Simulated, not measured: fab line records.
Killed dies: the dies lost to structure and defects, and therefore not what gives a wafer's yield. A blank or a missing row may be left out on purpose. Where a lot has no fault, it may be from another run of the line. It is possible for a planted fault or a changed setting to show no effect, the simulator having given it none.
A single fault, viewed from 2 desks	flow nandHarc	numbers are kept per desk, each desk with only its own; the story behind them comes last

## THE METROLOGY DESK
Means of the sampled wafers that have a number, per lot and without regard to the tool the lot ran on: this is what the gauges read. Any lot whose mean is over 4 standard deviations away from the usual mean is out of limits and marked OUT; that distance is given in the brackets.
Columns: A = thkNm at NHARC_A_DECK1_JOINT_THK_MEAS_17, usual 45.1 nm; B = thkNm at NHARC_A_ONON_D2_THK_MEAS_02, usual 1002 nm; C = thkNm at NHARC_A_ONON_D2_THK_MEAS_21, usual 999 nm
lot	first seen here	A	B	C
L733	day 13 05:07	45.1	998	1011
L735	day 14 00:56	46.2	1017	974
L737	day 14 11:50	43.7	1010	992
L738	day 15 03:58	45.9	989	1003
L743	day 16 18:16	41.1	1007	1013
L742	day 17 01:50	44.2	1006	1007
L744	day 18 01:33	45.6	1003	999
L749	day 20 00:56	45.7	1019	1001
L750	day 20 03:10	45.2	990	994
L752	day 21 04:48	45.7	1002	992
L753	day 21 12:55	46.2	1000	1004
L754	day 22 09:35	44.1	1004	1017
This desk found nothing out of limits on any of the 12 lots.

## TOOL OWNER'S DESK, pecvd-02
The tool's own readings at NHARC_A_DECK1_JOINT_DEP_16 (deposits SiO2, target thk 45 nm): means of the sampled wafers that have a number, for each lot that ran on this tool. Any lot whose mean is over 4 standard deviations away from the usual mean is out of limits and marked OUT; that distance is given in the brackets.
Columns: A = heaterPowerW at NHARC_A_DECK1_JOINT_DEP_16, usual 565 W; B = throttleValvePct at NHARC_A_DECK1_JOINT_DEP_16, usual 15.7 %
lot	first seen here	A	B
L737	day 14 11:28	653	15.4
L743	day 16 17:54	628	15.5
L742	day 17 01:28	614	15.2
L752	day 21 04:33	499	16.0
L753	day 21 12:37	523	16.2
This desk found nothing out of limits on any of the 5 lots.

## ALL TOGETHER
Metrology desk: nothing out of limits seen.
The desk of the tool owner found nothing out of limits.

## WHAT HAD BEEN PUT IN BY THE SIMULATOR
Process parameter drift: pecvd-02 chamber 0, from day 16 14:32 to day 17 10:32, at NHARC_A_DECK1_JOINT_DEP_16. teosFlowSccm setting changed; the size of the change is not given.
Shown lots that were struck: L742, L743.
